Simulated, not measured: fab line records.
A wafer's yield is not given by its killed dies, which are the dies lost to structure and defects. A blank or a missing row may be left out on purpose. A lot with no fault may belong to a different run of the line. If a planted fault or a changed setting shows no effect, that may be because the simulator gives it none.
Which tool was responsible?    flow nand_harc    Sampling: 6 lots, 18 wafers, 5 of 1159 route steps

WHAT THE GAUGES READ, wafer by wafer
NHARC_END_SORT_01.
lot   measured      on         killed_at_array
L623  day 24 10:02  prober-01  671 674 669

WHAT TOOL EACH LOT RAN ON (gives the tool, then ch and the chambers of the sampled wafers, and finally the start)
lot   NHARC_A_CHANNEL_FILL_D1_ALD_16    NHARC_A_CHANNEL_FILL_D1_ALD_25    NHARC_A_CHANNEL_FILL_D1_ETCHBACK_08  NHARC_A_STAIRCASE_ETCH_169
L605  ald_hk-01 ch 0,1,2, day 9 13:23   ald_hk-02 ch 0,1,3, day 10 15:18  rie_diel-03 ch 0,3, day 10 20:50     rie_diel-09 ch 0,1,2, day 11 04:31
L611  ald_hk-02 ch 1,2,3, day 10 19:02  ald_hk-02 ch 0,3, day 11 19:34    rie_diel-06 ch 1,2,3, day 12 01:09   rie_diel-10 ch 1,2, day 12 07:53
L609  ald_hk-02 ch 0,1,2, day 10 20:44  ald_hk-01 ch 1,2,3, day 11 18:31  rie_diel-06 ch 0,1,2, day 12 00:04   rie_diel-07 ch 1,2, day 12 07:41
L614  ald_hk-02 ch 0,1,3, day 11 09:43  ald_hk-04 ch 0,2,3, day 12 10:28  rie_diel-06 ch 0,1, day 12 14:46     rie_diel-10 ch 0,2,3, day 12 22:21
L623  ald_hk-02 ch 0,2,3, day 13 19:07  ald_hk-01 ch 0,2,3, day 14 21:31  rie_diel-06 ch 0,2,3, day 15 01:16   -
L625  ald_hk-02 ch 0,1,2, day 14 18:47  ald_hk-01 ch 0,1,3, day 15 15:52  rie_diel-06 ch 0,1,3, day 15 21:24   rie_diel-09 ch 0,2,3, day 16 04:46
- NHARC_A_CHANNEL_FILL_D1_ALD_16: deposits SiO2, target thk 1.5 nm, pulse time 10 s, ald cycles 15.
- NHARC_A_CHANNEL_FILL_D1_ALD_25: deposits SiOx, target thk 60 nm, pulse time 10 s, ald cycles 600.
- NHARC_A_CHANNEL_FILL_D1_ETCHBACK_08: etches the open film in C4F8, target depth 220 nm, time 110 s.
- NHARC_A_STAIRCASE_ETCH_169: etches the open film in CH3F/O2, target depth 50 nm, time 107.1 s.

THE ANSWER, worked out from the rows above alone
Rule: what is usual is taken from the lots themselves. The widest of any qualifying gaps counts: lots, ordered by their means at a reading, are off when they make up no more than a third of the lots, leave a main group of 4 or more, and stand apart from it by 3 or more times the standard deviation of that group's means. A main group is skipped when, at the precision printed for the reading in the tables above, its means are all equal. Also off: a lot with no number at a reading for which 4 or more lots have one. All remaining lots with rows at the step are treated as sound.
No lot is off at any reading shown: from this, nothing can be told.

WHAT THE SIMULATOR HAD PUT IN
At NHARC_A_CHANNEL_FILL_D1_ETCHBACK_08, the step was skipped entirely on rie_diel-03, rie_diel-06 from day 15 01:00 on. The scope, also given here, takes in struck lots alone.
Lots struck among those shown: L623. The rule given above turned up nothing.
